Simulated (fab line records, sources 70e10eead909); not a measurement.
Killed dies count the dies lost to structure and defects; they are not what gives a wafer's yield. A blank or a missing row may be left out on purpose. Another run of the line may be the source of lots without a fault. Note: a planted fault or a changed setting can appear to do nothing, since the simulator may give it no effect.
The tool behind it: which one? :: flow nand-harc :: 14 lots, 42 wafers sampled, at 4 steps of a route of 1159

== WHAT THE GAUGES READ, wafer by wafer ==
The record holds no reading of a measuring or inspecting step that can be judged against a usual standard deviation.

== WHICH TOOL RAN EACH LOT (tool, then ch and the chambers of the sampled wafers, then the start) ==
lot: L477
NHARC_P_M0_STRIP_18: rie-diel-04 ch 0,1,3, day 6 04:32
NHARC_P_M0_ANNEAL_30: rtp-anneal-02 ch 0, day 6 05:55
NHARC_P_M1_ETCH_28: rie-diel-07 ch 0,1,2, day 6 08:47
NHARC_P_M1_PRE_CLEAN_32: pecvd-02 ch 0,1,2, day 6 10:56

lot: L479
NHARC_P_M0_STRIP_18: rie-diel-08 ch 0,3, day 7 01:04
NHARC_P_M0_ANNEAL_30: rtp-anneal-01 ch 0, day 7 02:22
NHARC_P_M1_ETCH_28: rie-diel-10 ch 0,1,2, day 7 05:23
NHARC_P_M1_PRE_CLEAN_32: pecvd-04 ch 1,2, day 7 07:26

lot: L480
NHARC_P_M0_STRIP_18: rie-diel-04 ch 0,1,2, day 7 01:43
NHARC_P_M0_ANNEAL_30: rtp-anneal-02 ch 0, day 7 03:02
NHARC_P_M1_ETCH_28: rie-diel-07 ch 0,1,3, day 7 06:03
NHARC_P_M1_PRE_CLEAN_32: pecvd-02 ch 0,1,2, day 7 08:16

lot: L481
NHARC_P_M0_STRIP_18: rie-diel-08 ch 1,2,3, day 7 05:59
NHARC_P_M0_ANNEAL_30: rtp-anneal-02 ch 0, day 7 07:32
NHARC_P_M1_ETCH_28: rie-diel-10 ch 1,2,3, day 7 10:37
NHARC_P_M1_PRE_CLEAN_32: pecvd-01 ch 1,2, day 7 13:03

lot: L485
NHARC_P_M0_STRIP_18: rie-diel-01 ch 0,1,3, day 8 02:29
NHARC_P_M0_ANNEAL_30: rtp-anneal-02 ch 0, day 8 03:43
NHARC_P_M1_ETCH_28: rie-diel-07 ch 0,1, day 8 06:36
NHARC_P_M1_PRE_CLEAN_32: pecvd-02 ch 0,1, day 8 08:49

lot: L490
NHARC_P_M0_STRIP_18: rie-diel-01 ch 0,3, day 9 05:23
NHARC_P_M0_ANNEAL_30: rtp-anneal-01 ch 0, day 9 06:50
NHARC_P_M1_ETCH_28: rie-diel-12 ch 0,2,3, day 9 09:43
NHARC_P_M1_PRE_CLEAN_32: pecvd-02 ch 0,1,2, day 9 11:45

lot: L488
NHARC_P_M0_STRIP_18: rie-diel-08 ch 0,2, day 9 16:30
NHARC_P_M0_ANNEAL_30: rtp-anneal-02 ch 0, day 9 17:46
NHARC_P_M1_ETCH_28: rie-diel-07 ch 0,1,3, day 9 20:40
NHARC_P_M1_PRE_CLEAN_32: pecvd-01 ch 0,1, day 9 22:45

lot: L493
NHARC_P_M0_STRIP_18: rie-diel-04 ch 1,2, day 10 00:56
NHARC_P_M0_ANNEAL_30: rtp-anneal-01 ch 0, day 10 02:16
NHARC_P_M1_ETCH_28: rie-diel-10 ch 0,3, day 10 05:14
NHARC_P_M1_PRE_CLEAN_32: pecvd-01 ch 0,2, day 10 07:31

lot: L494
NHARC_P_M0_STRIP_18: rie-diel-04 ch 1,2,3, day 10 10:04
NHARC_P_M0_ANNEAL_30: rtp-anneal-01 ch 0, day 10 11:30
NHARC_P_M1_ETCH_28: rie-diel-12 ch 0,1,3, day 10 14:56
NHARC_P_M1_PRE_CLEAN_32: pecvd-04 ch 0,2, day 10 16:58

lot: L495
NHARC_P_M0_STRIP_18: rie-diel-04 ch 0,1, day 10 14:53
NHARC_P_M0_ANNEAL_30: rtp-anneal-01 ch 0, day 10 16:28
NHARC_P_M1_ETCH_28: rie-diel-12 ch 0,1, day 10 19:58
NHARC_P_M1_PRE_CLEAN_32: pecvd-02 ch 0,1, day 10 22:22

lot: L497
NHARC_P_M0_STRIP_18: rie-diel-01 ch 2,3, day 10 19:08
NHARC_P_M0_ANNEAL_30: rtp-anneal-01 ch 0, day 10 20:31
NHARC_P_M1_ETCH_28: rie-diel-10 ch 0,1,2, day 10 23:28
NHARC_P_M1_PRE_CLEAN_32: pecvd-02 ch 0,2, day 11 01:30

lot: L496
NHARC_P_M0_STRIP_18: rie-diel-04 ch 2,3, day 10 19:28
NHARC_P_M0_ANNEAL_30: rtp-anneal-01 ch 0, day 10 20:49
NHARC_P_M1_ETCH_28: rie-diel-10 ch 2,3, day 11 00:01
NHARC_P_M1_PRE_CLEAN_32: pecvd-04 ch 1,2, day 11 02:16

lot: L498
NHARC_P_M0_STRIP_18: rie-diel-01 ch 0,1,2, day 11 09:34
NHARC_P_M0_ANNEAL_30: rtp-anneal-02 ch 0, day 11 10:52
NHARC_P_M1_ETCH_28: rie-diel-10 ch 0,1,2, day 11 13:52
NHARC_P_M1_PRE_CLEAN_32: pecvd-02 ch 0,2, day 11 16:04

lot: L499
NHARC_P_M0_STRIP_18: rie-diel-08 ch 0,1,3, day 11 23:04
NHARC_P_M0_ANNEAL_30: rtp-anneal-02 ch 0, day 12 00:23
NHARC_P_M1_ETCH_28: rie-diel-10 ch 0,2,3, day 12 03:19
NHARC_P_M1_PRE_CLEAN_32: pecvd-02 ch 0,1, day 12 05:23
- NHARC_P_M0_STRIP_18: strips in N2/H2.
- NHARC_P_M0_ANNEAL_30: time 90 s.
- NHARC_P_M1_ETCH_28: etches the open film in CF4/N2, target depth 30 nm, time 72.99 s.
- NHARC_P_M1_PRE_CLEAN_32: time 12 s.

== WHAT THE TOOLS THEMSELVES READ (means of the sampled wafers that have a number; where no wafer has one, the mark that the record gives instead) ==
NHARC_P_M0_STRIP_18.
lot: L477
tool: rie-diel-04
drypump-motor-current-A (A): 5.7
oes-product-au (a.u.): 1.001
rf-vpp-V (V): 89.9
showerhead-plenum-p-Torr (Torr): 2.04
throttle-valve-pct (%): 14.176

lot: L479
tool: rie-diel-08
drypump-motor-current-A (A): 6.1
oes-product-au (a.u.): 1.000
rf-vpp-V (V): 91.3
showerhead-plenum-p-Torr (Torr): 2.03
throttle-valve-pct (%): 14.177

lot: L480
tool: rie-diel-04
drypump-motor-current-A (A): 5.9
oes-product-au (a.u.): 1.005
rf-vpp-V (V): 89.9
showerhead-plenum-p-Torr (Torr): 1.94
throttle-valve-pct (%): 14.169

lot: L481
tool: rie-diel-08
drypump-motor-current-A (A): 5.6
oes-product-au (a.u.): 1.002
rf-vpp-V (V): 90.7
showerhead-plenum-p-Torr (Torr): 1.97
throttle-valve-pct (%): 14.170

lot: L485
tool: rie-diel-01
drypump-motor-current-A (A): 5.5
oes-product-au (a.u.): 1.017
rf-vpp-V (V): 91.3
showerhead-plenum-p-Torr (Torr): 2.02
throttle-valve-pct (%): 14.168

lot: L490
tool: rie-diel-01
drypump-motor-current-A (A): 5.9
oes-product-au (a.u.): 1.014
rf-vpp-V (V): 91.5
showerhead-plenum-p-Torr (Torr): 1.96
throttle-valve-pct (%): 14.166

lot: L488
tool: rie-diel-08
drypump-motor-current-A (A): 6.0
oes-product-au (a.u.): 1.002
rf-vpp-V (V): 90.7
showerhead-plenum-p-Torr (Torr): 2.00
throttle-valve-pct (%): 14.169

lot: L493
tool: rie-diel-04
drypump-motor-current-A (A): 6.0
oes-product-au (a.u.): 0.996
rf-vpp-V (V): 90.7
showerhead-plenum-p-Torr (Torr): 1.93
throttle-valve-pct (%): 14.174

lot: L494
tool: rie-diel-04
drypump-motor-current-A (A): 5.8
oes-product-au (a.u.): 0.991
rf-vpp-V (V): 90.3
showerhead-plenum-p-Torr (Torr): 2.03
throttle-valve-pct (%): 14.177

lot: L495
tool: rie-diel-04
drypump-motor-current-A (A): 5.7
oes-product-au (a.u.): 1.003
rf-vpp-V (V): 90.5
showerhead-plenum-p-Torr (Torr): 1.94
throttle-valve-pct (%): 14.169

lot: L497
tool: rie-diel-01
drypump-motor-current-A (A): 5.9
oes-product-au (a.u.): 1.015
rf-vpp-V (V): 90.5
showerhead-plenum-p-Torr (Torr): 1.97
throttle-valve-pct (%): 14.178

lot: L496
tool: rie-diel-04
drypump-motor-current-A (A): 5.5
oes-product-au (a.u.): 0.999
rf-vpp-V (V): 89.8
showerhead-plenum-p-Torr (Torr): 2.00
throttle-valve-pct (%): 14.169

lot: L498
tool: rie-diel-01
drypump-motor-current-A (A): 5.6
oes-product-au (a.u.): 1.007
rf-vpp-V (V): 91.0
showerhead-plenum-p-Torr (Torr): 2.01
throttle-valve-pct (%): 14.167

lot: L499
tool: rie-diel-08
drypump-motor-current-A (A): 6.0
oes-product-au (a.u.): 0.999
rf-vpp-V (V): 90.6
showerhead-plenum-p-Torr (Torr): 1.99
throttle-valve-pct (%): 14.172

NHARC_P_M0_ANNEAL_30.
lot: L477
tool: rtp-anneal-02
wafer_temp_C_max: 226.14

lot: L479
tool: rtp-anneal-01
wafer_temp_C_max: 226.12

lot: L480
tool: rtp-anneal-02
wafer_temp_C_max: 226.00

lot: L481
tool: rtp-anneal-02
wafer_temp_C_max: 225.72

lot: L485
tool: rtp-anneal-02
wafer_temp_C_max: 225.82

lot: L490
tool: rtp-anneal-01
wafer_temp_C_max: 226.13

lot: L488
tool: rtp-anneal-02
wafer_temp_C_max: 225.80

lot: L493
tool: rtp-anneal-01
wafer_temp_C_max: 225.90

lot: L494
tool: rtp-anneal-01
wafer_temp_C_max: 225.87

lot: L495
tool: rtp-anneal-01
wafer_temp_C_max: 225.89

lot: L497
tool: rtp-anneal-01
wafer_temp_C_max: 226.23

lot: L496
tool: rtp-anneal-01
wafer_temp_C_max: 225.88

lot: L498
tool: rtp-anneal-02
wafer_temp_C_max: 226.15

lot: L499
tool: rtp-anneal-02
wafer_temp_C_max: 226.19

NHARC_P_M1_ETCH_28.
lot: L477
tool: rie-diel-07
drypump-motor-current-A (A): 5.4
oes-product-au (a.u.): 0.996
rf-vpp-V (V): 313.8
showerhead-plenum-p-Torr (Torr): 2.67
throttle-valve-pct (%): 19.799

lot: L479
tool: rie-diel-10
drypump-motor-current-A (A): 5.3
oes-product-au (a.u.): 1.013
rf-vpp-V (V): 313.0
showerhead-plenum-p-Torr (Torr): 2.61
throttle-valve-pct (%): 19.793

lot: L480
tool: rie-diel-07
drypump-motor-current-A (A): 5.6
oes-product-au (a.u.): 1.007
rf-vpp-V (V): 314.3
showerhead-plenum-p-Torr (Torr): 2.60
throttle-valve-pct (%): 19.787

lot: L481
tool: rie-diel-10
drypump-motor-current-A (A): 5.6
oes-product-au (a.u.): 1.019
rf-vpp-V (V): 315.5
showerhead-plenum-p-Torr (Torr): 2.66
throttle-valve-pct (%): 19.792

lot: L485
tool: rie-diel-07
drypump-motor-current-A (A): 5.1
oes-product-au (a.u.): 0.938
rf-vpp-V (V): 315.6
showerhead-plenum-p-Torr (Torr): 2.66
throttle-valve-pct (%): 19.789

lot: L490
tool: rie-diel-12
drypump-motor-current-A (A): 5.7
oes-product-au (a.u.): 0.998
rf-vpp-V (V): 314.9
showerhead-plenum-p-Torr (Torr): 2.72
throttle-valve-pct (%): 19.794

lot: L488
tool: rie-diel-07
drypump-motor-current-A (A): 5.6
oes-product-au (a.u.): 0.943
rf-vpp-V (V): 313.9
showerhead-plenum-p-Torr (Torr): 2.60
throttle-valve-pct (%): 19.793

lot: L493
tool: rie-diel-10
drypump-motor-current-A (A): 5.4
oes-product-au (a.u.): 0.998
rf-vpp-V (V): 312.9
showerhead-plenum-p-Torr (Torr): 2.55
throttle-valve-pct (%): 19.801

lot: L494
tool: rie-diel-12
drypump-motor-current-A (A): 5.9
oes-product-au (a.u.): 1.007
rf-vpp-V (V): 315.0
showerhead-plenum-p-Torr (Torr): 2.71
throttle-valve-pct (%): 19.792

lot: L495
tool: rie-diel-12
drypump-motor-current-A (A): 6.4
oes-product-au (a.u.): 1.004
rf-vpp-V (V): 317.1
showerhead-plenum-p-Torr (Torr): 2.81
throttle-valve-pct (%): 19.790

lot: L497
tool: rie-diel-10
drypump-motor-current-A (A): 5.3
oes-product-au (a.u.): 1.002
rf-vpp-V (V): 313.9
showerhead-plenum-p-Torr (Torr): 2.61
throttle-valve-pct (%): 19.795

lot: L496
tool: rie-diel-10
drypump-motor-current-A (A): 5.8
oes-product-au (a.u.): 1.010
rf-vpp-V (V): 314.4
showerhead-plenum-p-Torr (Torr): 2.70
throttle-valve-pct (%): 19.793

lot: L498
tool: rie-diel-10
drypump-motor-current-A (A): 5.3
oes-product-au (a.u.): 1.003
rf-vpp-V (V): 314.1
showerhead-plenum-p-Torr (Torr): 2.61
throttle-valve-pct (%): 19.792

lot: L499
tool: rie-diel-10
drypump-motor-current-A (A): 5.5
oes-product-au (a.u.): 1.011
rf-vpp-V (V): 314.5
showerhead-plenum-p-Torr (Torr): 2.65
throttle-valve-pct (%): 19.791

NHARC_P_M1_PRE_CLEAN_32.
lot: L477
tool: pecvd-02
heater-power-w (W): 585

lot: L479
tool: pecvd-04
heater-power-w (W): 657

lot: L480
tool: pecvd-02
heater-power-w (W): 600

lot: L481
tool: pecvd-01
heater-power-w (W): 669

lot: L485
tool: pecvd-02
heater-power-w (W): 624

lot: L490
tool: pecvd-02
heater-power-w (W): 606

lot: L488
tool: pecvd-01
heater-power-w (W): 646

lot: L493
tool: pecvd-01
heater-power-w (W): 637

lot: L494
tool: pecvd-04
heater-power-w (W): 659

lot: L495
tool: pecvd-02
heater-power-w (W): 589

lot: L497
tool: pecvd-02
heater-power-w (W): 658

lot: L496
tool: pecvd-04
heater-power-w (W): 591

lot: L498
tool: pecvd-02
heater-power-w (W): 650

lot: L499
tool: pecvd-02
heater-power-w (W): 567

== THE ANSWER, worked out from the rows above alone ==
Rule: the usual values come from the lots themselves. Put in order of their means at a reading, lots are off if they are a third of the lots or fewer, leave a main group of 4 or more, and stand apart from it by a gap of 3 or more times the standard deviation of the main group's means; of several such gaps the widest counts. If all means in a main group match to the digits the tables above print for the reading, that group is not used. Also off: a lot with no number at a reading for which 4 or more lots have one. All remaining lots with rows at the step are treated as sound. First the gauges in route order, then the tools' own readings, where a lot's mean is used as printed above. The first step at which some lot is off is used, and at that step the reading that is off furthest; a lot without a number counts as furthest.
Off at NHARC_P_M1_ETCH_28 (oes-product-au): L485, L488. Main group: mean 1.006 a.u., sd 0.0066.
If a tool, at that step or one of the process steps before it, ran each lot that is off and ran no sound lot following the first of them, it fits. One candidate fits, namely rie-diel-07 at NHARC_P_M1_ETCH_28. Its last sound lot is L480 (day 7 06:03), its first lot that is off L485 (day 8 06:36): a fault that began between those two fits.
On the lots that are off, the tool's own readings at NHARC_P_M1_ETCH_28 differ by more than 5 times the standard deviation of the sound lots' means, which bears it out; oes-product-au reads 0.940 a.u. there versus 1.006 a.u. on the sound lots.

== WHAT THE SIMULATOR HAD INSERTED ==
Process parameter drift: rie-diel-07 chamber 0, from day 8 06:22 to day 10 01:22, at NHARC_P_M1_ETCH_28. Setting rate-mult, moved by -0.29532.
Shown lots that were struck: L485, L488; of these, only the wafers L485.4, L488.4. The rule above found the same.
